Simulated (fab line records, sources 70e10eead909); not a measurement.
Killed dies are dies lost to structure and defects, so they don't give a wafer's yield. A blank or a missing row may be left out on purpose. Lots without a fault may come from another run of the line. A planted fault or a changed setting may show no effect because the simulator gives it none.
A struck lot beside a sound one | flow nand_harc | 34 steps out of a route of 1159
Sound: wafers L101.1, L101.3, L101.6. Struck: wafer L113.3. (L113.2, L113.6 of the same lot were not struck and are left out.) The cause comes at the end.
At each step with rows: each side's tool, then ch and its chambers, then its first start. Under that, the readings that differ: sound wafers | struck wafers | difference of the means | sigmas: that difference in standard deviations of wafers without a fault.
alike: readings whose means differ by less than 2 such deviations, and words and numbers that are the same on both sides. not compared: withheld readings, readings that some wafer has no value for, bounds like >300 that may hide the same value, and numbers for which the record gives no deviation and whose values overlap.
The two part at a step that has a row with sigmas, a row that says differs or no value, or rows on one side only. Numbers that don't overlap but have no deviation are shown without sigmas and don't part them. A reading that every wafer of one side lacks parts them only if that side has two wafers or more.

first, 5 steps without rows for these wafers: NHARC_A_ONON_D1_DEP_22 (target thk 1000 nm); NHARC_A_ONON_D1_DEP_25 (target thk 1000 nm); NHARC_A_ONON_D1_DEP_28 (target thk 1000 nm); NHARC_A_ONON_D1_DEP_33 (deposits SiO2, target thk 200 nm); NHARC_A_CHANNEL_HOLE_D1_DEP_00 (deposits aC, target thk 3100 nm).
NHARC_A_CHANNEL_HOLE_D1_DEP_01: deposits SiON, target thk 140 nm.
  sound on pecvd-03 ch 0,1,2, day 11 13:10; struck on pecvd-03 ch 2, day 13 18:05
  alike: heater_power_w, showerhead_vpp_V
then, 10 steps without rows for these wafers: NHARC_A_CHANNEL_HOLE_D1_DEHYDRATE_02 (time 120 s); NHARC_A_CHANNEL_HOLE_D1_HMDS_03 (time 30 s); NHARC_A_CHANNEL_HOLE_D1_COAT_36 (time 75 s); NHARC_A_CHANNEL_HOLE_D1_COAT_37 (time 65 s); NHARC_A_CHANNEL_HOLE_D1_COAT_04 (resist thk 90 nm); NHARC_A_CHANNEL_HOLE_D1_SOFTBAKE_05 (time 55 s); NHARC_A_CHANNEL_HOLE_D1_EBR_06; NHARC_A_CHANNEL_HOLE_D1_EXPOSE_07 (exposes mask HOLE D1, target cd 100 nm); NHARC_A_CHANNEL_HOLE_D1_PEB_08 (peb time 65 s); NHARC_A_CHANNEL_HOLE_D1_DEVELOP_09 (develop time 35 s).
NHARC_A_CHANNEL_HOLE_D1_INSPECT_12:
  sound on defect_inspect-01, day 11 13:59; struck on defect_inspect-01, day 13 18:49
  reading          | sound | struck | difference | sigmas
  raw_defect_count | 2 3 1 | 601    | +599       | +99 or more
then, 15 steps without rows for these wafers: NHARC_A_CHANNEL_HOLE_D1_DESCUM_15 (chemistry O2, time 3 s); NHARC_A_CHANNEL_HOLE_D1_ETCH_38 (etches the open film in CF4, target depth 39 nm, time 65 s); NHARC_A_CHANNEL_HOLE_D1_ETCH_39 (etches the open film in N2/H2, target depth 260 nm, time 325 s); NHARC_A_CHANNEL_HOLE_D1_ETCH_34 (etches the open film in CF4/CHF3, target depth 154 nm, time 77 s); NHARC_A_CHANNEL_HOLE_D1_ETCH_16 (etches the open film in O2/COS, target depth 3100 nm, time 806 s); NHARC_A_CHANNEL_HOLE_D1_ETCH_19 (etches the open film in C4F8/O2/Ar, time 34.5 s); NHARC_A_CHANNEL_HOLE_D1_ETCH_20 (etches the open film in C4F8/O2/Ar, time 361.9 s, target depth 1600 nm); NHARC_A_CHANNEL_HOLE_D1_ETCH_21 (etches the open film in C4F8/O2/Ar, time 514.3 s, target depth 1600 nm); NHARC_A_CHANNEL_HOLE_D1_ETCH_22 (etches the open film in C4F8/O2/Ar, time 666.7 s, target depth 1600 nm); NHARC_A_CHANNEL_HOLE_D1_ETCH_23 (etches the open film in C4F8/O2/Ar, time 819 s, target depth 1600 nm); NHARC_A_CHANNEL_HOLE_D1_ETCH_24 (etches the open film in C4F8/O2/Ar, time 906.2 s, target depth 1500 nm); NHARC_A_CHANNEL_HOLE_D1_ETCH_25 (etches the open film in C4F8/O2/Ar, time 1040.2 s, target depth 1500 nm); NHARC_A_CHANNEL_HOLE_D1_ETCH_26 (etches the open film in C4F8/O2/Ar, time 224.1 s, target depth 300 nm); NHARC_A_CHANNEL_HOLE_D1_ETCH_33 (etches the open film in C4F8/O2/Ar, time 90 s, target depth 400 nm); NHARC_A_CHANNEL_HOLE_D1_STRIP_41 (strips in N2/H2).
NHARC_A_CHANNEL_HOLE_D1_INSPECT_40:
  sound on defect_inspect-02, day 12 02:48; struck on defect_inspect-01, day 14 01:46
  reading          | sound    | struck | difference | sigmas
  raw_defect_count | 52 43 47 | 646    | +599       | +40
-- the record jumps here: 16 days lie between the struck wafers' starts before and after (it left off in module A_CHANNEL_HOLE_D1 and takes up again in module END, whose first step shown is number 1159 of the route) --
NHARC_END_SORT_01:
  sound on prober-02 ch 0, day 26 07:33; struck on prober-02 ch 0, day 29 15:04
  reading         | sound    | struck | difference | sigmas
  killed_at_array | 30 28 28 | 111    | +82        | +7
  killed_dies     | 33 35 32 | 112    | +79        | +7
  alike: killed_at_other, killed_at_periphery, killed_open, killed_short

WHERE THEY PART
First at NHARC_A_CHANNEL_HOLE_D1_INSPECT_12; last, within this record, at NHARC_END_SORT_01.

WHY: what the simulator had put in
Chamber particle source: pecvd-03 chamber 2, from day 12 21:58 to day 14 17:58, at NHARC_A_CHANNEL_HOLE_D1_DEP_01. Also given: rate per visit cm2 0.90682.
